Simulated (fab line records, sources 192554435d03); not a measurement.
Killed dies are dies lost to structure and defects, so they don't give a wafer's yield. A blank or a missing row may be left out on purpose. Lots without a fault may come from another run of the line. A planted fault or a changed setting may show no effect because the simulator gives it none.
A struck lot beside a sound one | flow n5_finfet | 14 steps out of a route of 1938
Sound: wafers L727.3, L727.4, L727.5. Struck: wafer L733.1. (L733.3, L733.4 of the same lot were not struck and are left out.) The cause comes at the end.
At each step with rows: each side's tool, then ch and its chambers, then its first start. Under that, the readings that differ: sound wafers | struck wafers | difference of the means | sigmas: that difference in standard deviations of wafers without a fault.
alike: readings whose means differ by less than 2 such deviations, and words and numbers that are the same on both sides. not compared: withheld readings, readings that some wafer has no value for, bounds like >300 that may hide the same value, and numbers for which the record gives no deviation and whose values overlap.
The two part at a step that has a row with sigmas, a row that says differs or no value, or rows on one side only. Numbers that don't overlap but have no deviation are shown without sigmas and don't part them. A reading that every wafer of one side lacks parts them only if that side has two wafers or more.

first, 10 steps without rows for these wafers: N5_FIN_CUT_DESCUM_13 (chemistry O2, time 7 s); N5_FIN_CUT_ETCH_30 (etches underlayer in N2/H2, target depth 13 nm, time 10.4 s); N5_FIN_CUT_ETCH_20 (etches SiARC in CF4, target depth 26 nm, time 43.3 s); N5_FIN_CUT_ETCH_21 (etches SOC in N2/H2, target depth 219 nm, overetch 43.8 nm, time 523.5 s); N5_FIN_CUT_STRIP_23 (strips in N2/H2); N5_FIN_CUT_STRIP_31 (strips in N2/H2); N5_FIN_CUT_STRIP_24 (strips in CF4); N5_FIN_CUT_CUT_ETCH_26 (etches SiNx in CH3F/O2, target depth 39 nm, time 55.7 s); N5_FIN_CUT_CUT_ETCH_27 (etches SiO2 in CHF3/O2, target depth 4 nm, overetch 2 nm, time 4.9 s); N5_FIN_CUT_PRECLEAN_35 (cleans in vHF, time 13.3 s).
N5_FIN_CUT_CUT_ETCH_15: etches Si in HBr/Cl2/O2, target depth 100 nm, bt time 10 s, time 42.4 s.
  sound on rie_si-04 ch 0,3, day 3 03:49; struck on rie_si-05 ch 1, day 4 16:12
  reading                                  | sound             | struck | difference | sigmas
  mfc_cl2_sccm (sccm)                      | 80.03 79.74 80.23 | 79.44  | -0.56      | -2
  oes_product_au (a.u.)                    | 0.995 0.984 0.999 | 1.024  | +0.031     | +2
  model.FIN_CUT.feature_depth_nm (nm)      | 102.6 100.4 103.2 | 155.6  | +53.5      |
  model.etch.depth_nm (nm)                 | 102.6 100.4 103.1 | 155.6  | +53.6      |
  model.SOC_of_FIN_CUT_COAT_18.thk_nm (nm) | 169.6 171.8 169.6 | 149.4  | -20.9      |
  alike: drypump_motor_current_A, throttle_valve_pct
  not compared: rf_fwd_power_W, rf_hours_counter_h
N5_FIN_CUT_CUT_ETCH_28: etches Si in HBr/Cl2/O2, target depth 6 nm, time 2.4 s.
  sound on rie_si-04 ch 0,3, day 3 03:53; struck on rie_si-05 ch 1, day 4 16:15
  reading                                  | sound             | struck | difference | sigmas
  mfc_cl2_sccm (sccm)                      | 80.36 80.13 80.36 | 79.76  | -0.52      | -2
  model.SOC_of_FIN_CUT_COAT_18.thk_nm (nm) | 167.8 170 167.8   | 147.8  | -20.7      |
  alike: drypump_motor_current_A, oes_product_au, throttle_valve_pct
  not compared: rf_fwd_power_W, rf_hours_counter_h
then, 1 step without rows for these wafers: N5_FIN_CUT_STRIP_22 (strips in N2/H2).
-- the record jumps here: 6 days lie between the struck wafers' starts before and after (it left off in module FIN_CUT and takes up again in module BEOL_M4, whose first step shown is number 1111 of the route) --
N5_BEOL_M4_RC_MEAS_101:
  sound on prober-01 ch 0, day 8 22:28; struck on prober-01 ch 0, day 10 07:38
  alike: DIBL_N, DIBL_P, IOFF_N, IOFF_P, ION_N, ION_P, SS_N, SS_P, VT_N, VT_P

WHERE THEY PART
First at N5_FIN_CUT_CUT_ETCH_15; last, within this record, at N5_FIN_CUT_CUT_ETCH_28. Later steps at which nothing parts them and some readings are alike: N5_BEOL_M4_RC_MEAS_101.

WHY: what the simulator had put in
Process parameter drift: rie_si-05, from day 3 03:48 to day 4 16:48, at N5_FIN_CUT_CUT_ETCH_15. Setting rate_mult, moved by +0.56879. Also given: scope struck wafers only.
